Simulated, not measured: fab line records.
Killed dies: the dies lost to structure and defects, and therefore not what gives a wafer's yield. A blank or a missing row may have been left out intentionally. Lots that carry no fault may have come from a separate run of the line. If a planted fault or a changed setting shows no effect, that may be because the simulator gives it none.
Which tool was responsible? :: flow n5_finfet :: Sampling: 10 lots, 30 wafers, 6 of 1938 route steps

== WHAT EACH GAUGE READ, for each wafer ==
N5_BEOL_M4_RC_MEAS_101.
lot: L639
measured: day 8 19:52
on: prober-01
DIBL_N (mV/V): 35.5 37.5 36.2

lot: L641
measured: day 9 03:22
on: prober-01
DIBL_N (mV/V): 34.4 33.6 34.9

lot: L642
measured: day 9 05:13
on: prober-01
DIBL_N (mV/V): 34.9 35.7 32.1

lot: L643
measured: day 9 11:34
on: prober-02
DIBL_N (mV/V): 40.9 39.9 36.8

lot: L644
measured: day 10 21:26
on: prober-02
DIBL_N (mV/V): 33.6 36.5 37.0

lot: L655
measured: day 13 04:44
on: prober-02
DIBL_N (mV/V): 36.2 38.4 34.2

lot: L652
measured: day 12 23:21
on: prober-01
DIBL_N (mV/V): 39.0 34.7 41.0

lot: L653
measured: day 13 03:48
on: prober-01
DIBL_N (mV/V): 36.7 36.0 33.4

lot: L659
measured: day 15 02:19
on: prober-01
DIBL_N (mV/V): 36.0 39.1 37.1

lot: L661
measured: day 14 21:04
on: prober-01
DIBL_N (mV/V): 36.3 36.0 35.1

== TOOL THAT RAN EACH LOT (tool first, then ch and the chambers of the sampled wafers, then the start) ==
lot: L639
N5_BEOL_M3_SPUTTER_90: pvd_sputter-03, day 8 03:51
N5_BEOL_M3_SPUTTER_92: pvd_sputter-03, day 8 04:04
N5_BEOL_M3_ECD_50: ecd_cu-02 ch 0,1, day 8 04:37
N5_BEOL_M3_CMP_52: cmp-02 ch 0,3, day 8 05:01
N5_BEOL_M3_CO_CAP_55: cvd_co-02 ch 0,1, day 8 05:23

lot: L641
N5_BEOL_M3_SPUTTER_90: pvd_sputter-03, day 8 06:46
N5_BEOL_M3_SPUTTER_92: pvd_sputter-03, day 8 06:59
N5_BEOL_M3_ECD_50: ecd_cu-02 ch 1, day 8 07:32
N5_BEOL_M3_CMP_52: cmp-04 ch 1,2, day 8 07:55
N5_BEOL_M3_CO_CAP_55: cvd_co-02 ch 0,2, day 8 08:17

lot: L642
N5_BEOL_M3_SPUTTER_90: pvd_sputter-01, day 8 07:24
N5_BEOL_M3_SPUTTER_92: pvd_sputter-01, day 8 07:37
N5_BEOL_M3_ECD_50: ecd_cu-02 ch 0,1, day 8 08:11
N5_BEOL_M3_CMP_52: cmp-03 ch 0,2, day 8 08:35
N5_BEOL_M3_CO_CAP_55: cvd_co-01 ch 0,1,2, day 8 08:55

lot: L643
N5_BEOL_M3_SPUTTER_90: pvd_sputter-01, day 8 19:33
N5_BEOL_M3_SPUTTER_92: pvd_sputter-01, day 8 19:46
N5_BEOL_M3_ECD_50: ecd_cu-01 ch 0,1, day 8 20:20
N5_BEOL_M3_CMP_52: cmp-02 ch 0,1,2, day 8 20:43
N5_BEOL_M3_CO_CAP_55: cvd_co-01 ch 0,1, day 8 21:05

lot: L644
N5_BEOL_M3_SPUTTER_90: pvd_sputter-01, day 10 07:46
N5_BEOL_M3_SPUTTER_92: pvd_sputter-01, day 10 07:59
N5_BEOL_M3_ECD_50: ecd_cu-01 ch 0,1, day 10 08:34
N5_BEOL_M3_CMP_52: cmp-02 ch 1,2, day 10 08:55
N5_BEOL_M3_CO_CAP_55: cvd_co-01 ch 0,1, day 10 09:17

lot: L655
N5_BEOL_M3_SPUTTER_90: pvd_sputter-02, day 11 13:23
N5_BEOL_M3_SPUTTER_92: pvd_sputter-02, day 11 13:37
N5_BEOL_M3_ECD_50: ecd_cu-01 ch 0,1, day 11 14:10
N5_BEOL_M3_CMP_52: cmp-03 ch 0,2, day 11 14:35
N5_BEOL_M3_CO_CAP_55: cvd_co-01 ch 1,2, day 11 14:55

lot: L652
N5_BEOL_M3_SPUTTER_90: pvd_sputter-01, day 11 17:58
N5_BEOL_M3_SPUTTER_92: pvd_sputter-01, day 11 18:11
N5_BEOL_M3_ECD_50: ecd_cu-02 ch 0,1, day 11 18:44
N5_BEOL_M3_CMP_52: cmp-03 ch 0,2,3, day 11 19:07
N5_BEOL_M3_CO_CAP_55: cvd_co-01 ch 0,1, day 11 19:32

lot: L653
N5_BEOL_M3_SPUTTER_90: pvd_sputter-03, day 11 20:41
N5_BEOL_M3_SPUTTER_92: pvd_sputter-03, day 11 20:55
N5_BEOL_M3_ECD_50: ecd_cu-02 ch 0, day 11 21:28
N5_BEOL_M3_CMP_52: cmp-02 ch 1,2,3, day 11 21:59
N5_BEOL_M3_CO_CAP_55: cvd_co-01 ch 0,1,2, day 11 22:16

lot: L659
N5_BEOL_M3_SPUTTER_90: pvd_sputter-01, day 14 03:12
N5_BEOL_M3_SPUTTER_92: pvd_sputter-01, day 14 03:25
N5_BEOL_M3_ECD_50: ecd_cu-01 ch 0,1, day 14 03:59
N5_BEOL_M3_CMP_52: cmp-04 ch 0,1,2, day 14 04:44
N5_BEOL_M3_CO_CAP_55: cvd_co-01 ch 0,1,2, day 14 05:05

lot: L661
N5_BEOL_M3_SPUTTER_90: pvd_sputter-02, day 14 04:46
N5_BEOL_M3_SPUTTER_92: pvd_sputter-02, day 14 04:59
N5_BEOL_M3_ECD_50: ecd_cu-01 ch 1, day 14 05:33
N5_BEOL_M3_CMP_52: cmp-02 ch 0,1, day 14 05:58
N5_BEOL_M3_CO_CAP_55: cvd_co-01 ch 0,2, day 14 06:18
- N5_BEOL_M3_SPUTTER_90: material Cu, target thk 4.5 nm, time 8.29 s.
- N5_BEOL_M3_SPUTTER_92: material Cu, target thk 4.5 nm, time 8.29 s.
- N5_BEOL_M3_ECD_50: material Cu, target thk 300 nm.
- N5_BEOL_M3_CMP_52: polishes, stops on SiOC, t overpolish 6.8 s, target thk 40 nm.
- N5_BEOL_M3_CO_CAP_55: material Co, precursor CCTBA/H2, target thk 2 nm, time 102.1 s.

== THE ANSWER, worked out from the rows above alone ==
Rule: usual is defined by the lots themselves. The widest of any qualifying gaps counts: lots, ordered by their means at a reading, are off when they make up no more than a third of the lots, leave a main group of 4 or more, and stand apart from it by 3 or more times the standard deviation of that group's means. The tables above print the reading to a certain number of digits; a main group whose means all agree to those digits is not used. A lot without any number at a reading at which 4 lots or more have one is off too. All remaining lots with rows at the step are treated as sound.
Across all readings shown, no lot is off: no conclusion can be drawn from this.

== WHAT THE SIMULATOR HAD INSERTED ==
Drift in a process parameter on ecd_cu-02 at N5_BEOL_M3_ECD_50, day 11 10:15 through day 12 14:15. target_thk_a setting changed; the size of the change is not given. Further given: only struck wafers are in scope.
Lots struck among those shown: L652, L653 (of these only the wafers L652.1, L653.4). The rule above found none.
